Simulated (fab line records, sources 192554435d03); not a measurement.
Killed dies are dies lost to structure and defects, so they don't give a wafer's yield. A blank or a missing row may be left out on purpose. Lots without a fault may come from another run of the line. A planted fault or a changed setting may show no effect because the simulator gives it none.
Problem report in the 8D (eight disciplines) form, filled by code | flow n5_finfet | the parts of the form that need people (team, actions taken, sign-off) are left out

1. THE PROBLEM
susceptor_temp_C at N5_BEOL_M1_ILD_DEP_00 reads a mean of 347.84 C on 2 wafers of 2 lots; wafers without a fault read 349.99 C with a standard deviation of 0.19. That is -11 standard deviations from the usual mean.
The step: deposits SiOC from DEMS/O2, target thk 79 nm, time 15.3 s.
First seen on wafer L837.6, day 8 16:43, on pecvd-03. The record holds 18 wafers of 6 lots with a number at this step. Rule for "out", or "out of limits": more than 4 standard deviations from the usual mean. The other wafers with a number count as sound.

2. WHAT IT IS AND WHAT IT IS NOT
question                    | is               | is not
which readings at this step | susceptor_temp_C | showerhead_plenum_p_Torr, throttle_valve_pct
which lots                  | L837, L839       | L827, L833, L848, L850
which wafers of those lots  | L837.6, L839.3   | L837.2, L837.4, L839.1, L839.6
read on which tools         | pecvd-03         | pecvd-01, pecvd-04
when                        | from day 8 16:43 | up to then (8 sound wafers); but 8 sound wafers of L839, L848, L850 came after

3. SUSPECTS, AND WHAT RULES EACH OUT
Counting: a tool at a process step up to the reading stays a suspect if it ran every lot that is out. Sound lots after the first of them don't rule it out here, since some wafers of a struck lot are sound.
- pvd_sputter-03 at N5_BEOL_M0_ANNEAL_135 (time 60 s): kept. It ran every lot that is out, first L837 (day 8 15:32).
- pvd_sputter-03 at N5_BEOL_M0_SPUTTER_141 (material Cu, target thk 4 nm, time 7.37 s): kept. It ran every lot that is out, first L837 (day 8 15:35).
- rtp_anneal-02 at N5_BEOL_M0_ANNEAL_119 (time 90 s): kept. It ran every lot that is out, first L837 (day 8 15:49).
- cvd_co-02 at N5_BEOL_M0_PRE_CLEAN_131 (time 15 s): kept. It ran every lot that is out, first L837 (day 8 16:25); its last sound lot up to then is L827 (day 6 02:24).
- cvd_co-02 at N5_BEOL_M0_CO_CAP_123 (material Co, precursor CCTBA/H2, target thk 2 nm, time 102.1 s): kept. It ran every lot that is out, first L837 (day 8 16:28); its last sound lot up to then is L827 (day 6 02:26).
- pecvd-03 at N5_BEOL_M1_ILD_DEP_00 (deposits SiOC from DEMS/O2, target thk 79 nm, time 15.3 s): kept. It ran every lot that is out, first L837 (day 8 16:43); its last sound lot up to then is L827 (day 6 02:41). Its own readings are out on those wafers: susceptor_temp_C.
- Within pecvd-03 at N5_BEOL_M1_ILD_DEP_00: the wafers that are out ran in chamber 0; their sound lot-mates ran in chambers 1, 2.
Left after counting: pvd_sputter-03 at N5_BEOL_M0_ANNEAL_135, pvd_sputter-03 at N5_BEOL_M0_SPUTTER_141, rtp_anneal-02 at N5_BEOL_M0_ANNEAL_119, cvd_co-02 at N5_BEOL_M0_PRE_CLEAN_131, cvd_co-02 at N5_BEOL_M0_CO_CAP_123, pecvd-03 at N5_BEOL_M1_ILD_DEP_00.

4. THE CAUSE (what the simulator had put in)
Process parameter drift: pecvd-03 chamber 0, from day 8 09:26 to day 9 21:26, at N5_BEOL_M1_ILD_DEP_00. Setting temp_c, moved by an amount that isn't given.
Counting left 6 suspects, and this tool is among them.

5. THE CHAIN OF EFFECTS, in route order
Each row: a reading whose mean over the struck wafers that have a number lies more than 3 standard deviations from the usual. Only readings for which the record gives a usual standard deviation are gone through. hours: the time from each lot's start at the first step in this table that gives one to its start at this step, as a median over the lots. sigmas: the change in usual standard deviations.
hours | step                  | reading          | usual    | on struck wafers | change | sigmas
0     | N5_BEOL_M1_ILD_DEP_00 | susceptor_temp_C | 349.99 C | 347.84           | -2.15  | -11
The process steps in it:
- N5_BEOL_M1_ILD_DEP_00: deposits SiOC from DEMS/O2, target thk 79 nm, time 15.3 s.
Later measuring or inspecting steps at which every struck wafer that the step has a row for has a number for every such reading, and none has moved that far: N5_BEOL_M1_THK_MEAS_01, N5_BEOL_M4_RC_MEAS_101.

6. WHAT WOULD HAVE CAUGHT IT SOONER
In this record the first reading out of limits was taken at day 8 16:43, 7 hours after the fault began at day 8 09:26.
